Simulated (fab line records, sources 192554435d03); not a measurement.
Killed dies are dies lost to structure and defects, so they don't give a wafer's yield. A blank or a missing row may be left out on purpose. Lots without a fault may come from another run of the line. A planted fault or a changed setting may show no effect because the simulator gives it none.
Chamber matching | flow n5_finfet | N5_FIN_SAQP_STRIP_55 on rie_diel-04: 4 sister chambers
The step strips in N2/H2. 8 wafers are shown with their chamber, then 9 later ones without.

WAFERS WITH THEIR CHAMBER
wafer  | chamber | drypump_motor_current_A (A) | showerhead_plenum_p_Torr (Torr)
L077.3 | 3       | 5.7                         | 3.28
L083.5 | 2       | 5.9                         | 3.34
L085.1 | 0       | 5.5                         | 3.25
L085.2 | 1       | 6.1                         | 3.30
L085.5 | 0       | 5.5                         | 3.24
L086.1 | 3       | 5.7                         | 3.27
L086.3 | 2       | 5.9                         | 3.34
L086.4 | 1       | 6.2                         | 3.30

WAFERS WITHOUT THEIR CHAMBER
wafer  | drypump_motor_current_A (A) | showerhead_plenum_p_Torr (Torr)
L089.2 | 5.5                         | 3.24
L089.3 | 6.1                         | 3.29
L089.6 | 5.7                         | 3.26
L090.1 | 6.2                         | 3.29
L090.2 | 5.5                         | 3.24
L090.3 | 5.7                         | 3.26
L094.1 | 6.1                         | 3.29
L094.2 | 5.7                         | 3.26
L094.5 | 6.2                         | 3.29

WHICH CHAMBER EACH WENT THROUGH
wafer  | from the rows above | in truth
L089.2 | 0                   | 0
L089.3 | 1                   | 1
L089.6 | 3                   | 3
L090.1 | 1                   | 1
L090.2 | 0                   | 0
L090.3 | 3                   | 3
L094.1 | 1                   | 1
L094.2 | 3                   | 3
L094.5 | 1                   | 1
Placed correctly: 9 of 9. Can't be placed from these rows: 0. Placed wrongly: 0.
How it was worked out, from the rows above alone: a wafer's distance from a chamber is the root of the sum, over the readings, of the square of ((its reading less the chamber's mean) divided by the reading's scatter). The wafer belongs to the nearest chamber; if the next one is less than 2 further off, it can't be placed. A chamber's mean is the mean of its shown wafers. The scatter: the root of (the sum of the squares of (reading less its chamber's mean) over the shown wafers, divided by (wafers less chambers)).
